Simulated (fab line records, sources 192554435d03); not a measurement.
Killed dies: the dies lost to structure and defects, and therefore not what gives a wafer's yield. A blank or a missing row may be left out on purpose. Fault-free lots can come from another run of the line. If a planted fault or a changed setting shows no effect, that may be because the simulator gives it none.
Chamber matching / flow n5 finfet / rie diel-03 running N5_BEOL_M14_VIA_ETCH_16: 4 sister chambers
The step etches SiO2 in C4F8/O2/Ar, target depth 1231.3 nm. 4 wafers are shown with their chamber, then 11 later ones without.

== WAFERS, EACH WITH ITS CHAMBER ==
wafer=L083.5; chamber=0; throttle valve pct (%)=30.49
wafer=L085.5; chamber=3; throttle valve pct (%)=31.09
wafer=L085.6; chamber=2; throttle valve pct (%)=31.42
wafer=L089.1; chamber=1; throttle valve pct (%)=30.75

== WAFERS MISSING THEIR CHAMBER ==
wafer=L089.5; throttle valve pct (%)=31.10
wafer=L089.6; throttle valve pct (%)=30.51
wafer=L088.1; throttle valve pct (%)=30.76
wafer=L088.4; throttle valve pct (%)=30.52
wafer=L088.5; throttle valve pct (%)=31.43
wafer=L095.2; throttle valve pct (%)=30.38
wafer=L095.4; throttle valve pct (%)=30.54
wafer=L095.6; throttle valve pct (%)=30.39
wafer=L097.1; throttle valve pct (%)=31.43
wafer=L097.2; throttle valve pct (%)=30.53
wafer=L097.3; throttle valve pct (%)=30.38

== WHICH CHAMBER EACH ONE RAN IN ==
wafer=L089.5; from the rows above=3; in truth=3
wafer=L089.6; from the rows above=0; in truth=0
wafer=L088.1; from the rows above=1; in truth=1
wafer=L088.4; from the rows above=0; in truth=0
wafer=L088.5; from the rows above=2; in truth=2
wafer=L095.2; from the rows above=0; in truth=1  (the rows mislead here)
wafer=L095.4; from the rows above=0; in truth=0
wafer=L095.6; from the rows above=0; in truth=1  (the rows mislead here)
wafer=L097.1; from the rows above=2; in truth=2
wafer=L097.2; from the rows above=0; in truth=0
wafer=L097.3; from the rows above=0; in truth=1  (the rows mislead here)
Correctly placed: 8 of 11. From these rows, 0 cannot be placed. Wrongly placed: 3.
How it was worked out, from the rows above alone: a wafer's distance from a chamber is the root of the sum, over the readings, of the square of ((its reading less the chamber's mean) divided by the reading's scatter). If the next closest chamber is less than 2 further off than the closest, the wafer can't be placed; otherwise it belongs to the closest. For every chamber, the mean is computed from those of its wafers that are shown. The scatter (one wafer shown for each chamber): square how far every hidden wafer sits from the nearest shown wafer, average those squares and take the square root.
